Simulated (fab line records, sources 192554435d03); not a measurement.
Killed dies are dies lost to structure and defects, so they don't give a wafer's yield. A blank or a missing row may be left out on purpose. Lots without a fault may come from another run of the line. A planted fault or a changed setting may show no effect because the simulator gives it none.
Split-lot experiment | flow n5_finfet | 7 lots, 21 wafers read, on a route of 1938 steps

THE SPLIT
At N5_MOL_CONTACT_COAG_ETCH_15 (etches SiNx in CH3F/O2, stops on Si:P, target depth 7 nm), the setting source_w was moved away from the recipe's 395 W on 9 of the 21 wafers read, by -17.3% to +14.7%. The other wafers ran this setting at the recipe's value.

The reading is taken at the split's own step.

THE READING
rf_vpp_V, in V, at N5_MOL_CONTACT_COAG_ETCH_15 (etches SiNx in CH3F/O2, stops on Si:P, target depth 7 nm). Fault-free wafers of this fab line usually give 295.2 V, standard deviation 2.2 V.

wafer  | tool, chamber at the split | source_w as run, W | against the recipe | rf_vpp_V, V | against lot-mates on the recipe
L075.2 | rie_diel-04, 2             | 395                | recipe             | 294.2       | -
L075.5 | rie_diel-04, 0             | 395                | recipe             | 294.5       | -
L075.6 | rie_diel-04, 1             | 361.3              | -8.5%              | 310.7       | +16.3
L076.2 | rie_diel-01, 2             | 326.6              | -17.3%             | 323.7       | +25.1
L076.4 | rie_diel-01, 1             | 326.6              | -17.3%             | 320.0       | +21.4
L076.6 | rie_diel-01, 2             | 395                | recipe             | 298.6       | -
L084.3 | rie_diel-04, 3             | 453                | +14.7%             | 279.4       | -16.9
L084.4 | rie_diel-04, 0             | 395                | recipe             | 295.8       | -
L084.5 | rie_diel-04, 3             | 395                | recipe             | 296.8       | -
L088.3 | rie_diel-01, 1             | 395                | recipe             | 292.4       | -
L088.4 | rie_diel-01, 3             | 395                | recipe             | 294.5       | -
L088.5 | rie_diel-01, 3             | 341.8              | -13.5%             | 314.6       | +21.2
L091.3 | rie_diel-06, 1             | 395                | recipe             | 290.7       | -
L091.5 | rie_diel-06, 1             | 376.8              | -4.6%              | 298.1       | +7.4
L091.6 | rie_diel-06, 2             | 376.8              | -4.6%              | 300.0       | +9.3
L093.2 | rie_diel-06, 0             | 395                | recipe             | 299.5       | -
L093.3 | rie_diel-06, 2             | 437.9              | +10.9%             | 280.7       | -18.8
L093.4 | rie_diel-06, 3             | 437.9              | +10.9%             | 281.6       | -17.9
L095.2 | rie_diel-01, 3             | 395                | recipe             | 292.9       | -
L095.3 | rie_diel-01, 2             | 395                | recipe             | 297.5       | -
L095.5 | rie_diel-01, 3             | 395                | recipe             | 292.4       | -

THE FIT
A straight line over all 21 wafers: rf_vpp_V changes by -1.39 V for each +1% of source_w; r = -0.97; the points scatter about the line by 2.8 V.
The same after taking each lot's own level away (the mean of its wafers on the recipe; 21 wafers): -1.44 V for each +1%; r = -0.98; scatter 2.2 V.
On that fit, the largest move of source_w shifts the reading by 25 V.
The lots' own levels span 290.70 to 299.50 V, that is 4.0 times the standard deviation above.
So the lot-to-lot level changes the slope little: the two slopes agree.
Check: with one of the wafers moved furthest among these (-17.3%) left out of the fit, the line predicts +25.3 V for it against its lot-mates. It came out at +25.1 V against them.
Tool readings at the split's step, against how far the setting was moved: rf_vpp_V r = -0.97.

OTHER SPLITS ON THESE WAFERS
These wafers also went through other splits before the reading. Each is held against what the fit with the lots' levels taken away leaves over:
other split on the same wafers | wafers away from the commonest value | r with rf_vpp_V (lot level and that fit taken away)
N5_HKMG_FIN_EXPOSE_46 dose_mj  | 5                                    | -0.10
N5_HKMG_FIN_ETCH_55 time_s     | 8                                    | -0.34
N5_GATE_CUT_ETCH_58 bias_w     | 6                                    | +0.22

THE FILE'S OWN FIT
rf_vpp_V changes by -1.45 V for each +1% of source_w, r = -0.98.
